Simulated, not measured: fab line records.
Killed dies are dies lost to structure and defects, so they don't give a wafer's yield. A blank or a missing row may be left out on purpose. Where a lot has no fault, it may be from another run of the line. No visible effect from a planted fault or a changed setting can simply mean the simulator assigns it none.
Comparing a struck lot with a sound one / flow n5-finfet / 15 steps out of a route of 1938
Sound: these wafers, L325.1, L325.2, L325.5. Struck: wafer L324.4 (left out: L324.1, L324.2 of the same lot, which were not struck); the cause appears at the end.
Per side, at each step with rows, come the tool, then ch with its chambers, and then its first start. Under that, the readings that differ: sound wafers / struck wafers / difference of the means / sigmas: that difference in standard deviations of wafers without a fault.
alike: words and numbers the same on both sides, and readings whose means are apart by under 2 such deviations; not compared: readings that were withheld, readings missing a value for some wafer, numbers with overlapping values and no deviation given by the record, and bounds like >300 which may hide the same value.
A row with sigmas, a row that says differs or no value, or rows on one side alone: a step with any of these is where the two part. Numbers that have no deviation but don't overlap get no sigmas and don't part them. A reading that every wafer of one side lacks parts them only if that side has two wafers or more.

first, 8 steps without rows for these wafers: N5_PASSIVATION_HMDS_03 (time 60 s); N5_PASSIVATION_COAT_04; N5_PASSIVATION_EBR_06; N5_PASSIVATION_SOFTBAKE_05 (time 90 s); N5_PASSIVATION_EXPOSE_07 (exposes mask TV, defocus 0 nm, target cd 3000 nm); N5_PASSIVATION_PEB_08; N5_PASSIVATION_DEVELOP_09 (develop time 60 s); N5_PASSIVATION_HARDBAKE_11 (time 120 s).
N5_PASSIVATION_CD_MEAS_10: the cd target is 3000 nm.
  sound on cd-sem-02 ch 0, day 17 06:59; struck on cd-sem-02 ch 0, day 17 03:28
  alike: cd-nm
N5_PASSIVATION_OVL_MEAS_60:
  sound on overlay-01 ch 0, day 17 07:01; struck on overlay-02 ch 0, day 17 03:30
  alike: TV_OVL
N5_PASSIVATION_INSPECT_61: inspects for defects (macro).
  sound: defect-inspect-01 at day 17 07:02; struck: defect-inspect-01 at day 17 03:32
  alike: raw-defect-count
N5_PASSIVATION_DESCUM_12: chemistry O2, time 7.9 s.
  sound on rie-diel-04 ch 0,2,3, day 17 07:23; struck on rie-diel-06 ch 1, day 17 03:34
  alike: drypump-motor-current-A, oes-product-au, rf-vpp-V, showerhead-plenum-p-Torr, throttle-valve-pct
  not compared: rf-hours-counter-h
N5_PASSIVATION_PASS_ETCH_74: etches SiNx in CF4/O2, target depth 220 nm, time 110 s.
  sound on rie-diel-04 ch 0,2,3, day 17 07:27; struck on rie-diel-06 ch 1, day 17 03:38
reading=cf4-flow-sccm (sccm); sound=100.6 100.1 100.2; struck=77.6; difference=-22.7; sigmas=-73
reading=oes_o_777_au (a.u.); sound=0.91 0.74 0.78; struck=1.11; difference=+0.30; sigmas=+5
reading=throttle-valve-pct (%); sound=15.90 16.24 15.83; struck=14.93; difference=-1.06; sigmas=-6
  alike: drypump-motor-current-A, oes_f_703_au, oes-product-au, rf-vpp-V, showerhead-plenum-p-Torr
  not compared: rf-hours-counter-h
N5_PASSIVATION_VIA_ETCH_13: etches SiO2 in CHF3/O2, target depth 660 nm, time 330 s.
  sound on rie-diel-04 ch 0,2,3, day 17 07:32; struck on rie-diel-06 ch 1, day 17 03:43
  alike: drypump-motor-current-A, etch-rf-on-time-s, oes_f_703_au, oes_o_777_au, oes-product-au, rf-vpp-V, showerhead-plenum-p-Torr, throttle-valve-pct
  not compared: rf-hours-counter-h
N5_PASSIVATION_PROBE_49:
  sound: prober-02 at day 17 14:58; struck: prober-02 at day 17 10:25
reading=defect-limited-yield (%); sound=92.9 93.6 93.4; struck=89.1; difference=-4.2; sigmas=-3
reading=killed_at_M0_to_M3; sound=34 30 29; struck=53; difference=+22; sigmas=+2
reading=killed_at_M4_up; sound=9 6 10; struck=20; difference=+12; sigmas=+2
reading=killed-dies; sound=84 75 78; struck=129; difference=+50; sigmas=+3
reading=killed-short; sound=28 23 30; struck=56; difference=+29; sigmas=+4
reading=sort_bin_5_function (%); sound=3.6 4.1 4.2; struck=6.5; difference=+2.5; sigmas=+3
reading=sort_bin_6_memory (%); sound=3.3 1.9 2.1; struck=4.1; difference=+1.7; sigmas=+2
reading=sort-n-pass; sound=1096 1105 1102; struck=1051; difference=-50; sigmas=-3
reading=sort-yield-pct (%); sound=92.9 93.6 93.4; struck=89.1; difference=-4.2; sigmas=-3
  alike: killed-at-contacts, killed-at-front-end, killed-at-other, killed-open

== WHERE THEY PART ==
Last at N5_PASSIVATION_PROBE_49 as far as this record goes, first at N5_PASSIVATION_PASS_ETCH_74.

WHY: what had been put in by the simulator
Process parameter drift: rie-diel-06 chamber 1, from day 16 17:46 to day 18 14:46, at N5_PASSIVATION_PASS_ETCH_74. From 100, the setting cf4-flow-sccm moved by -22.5. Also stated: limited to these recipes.
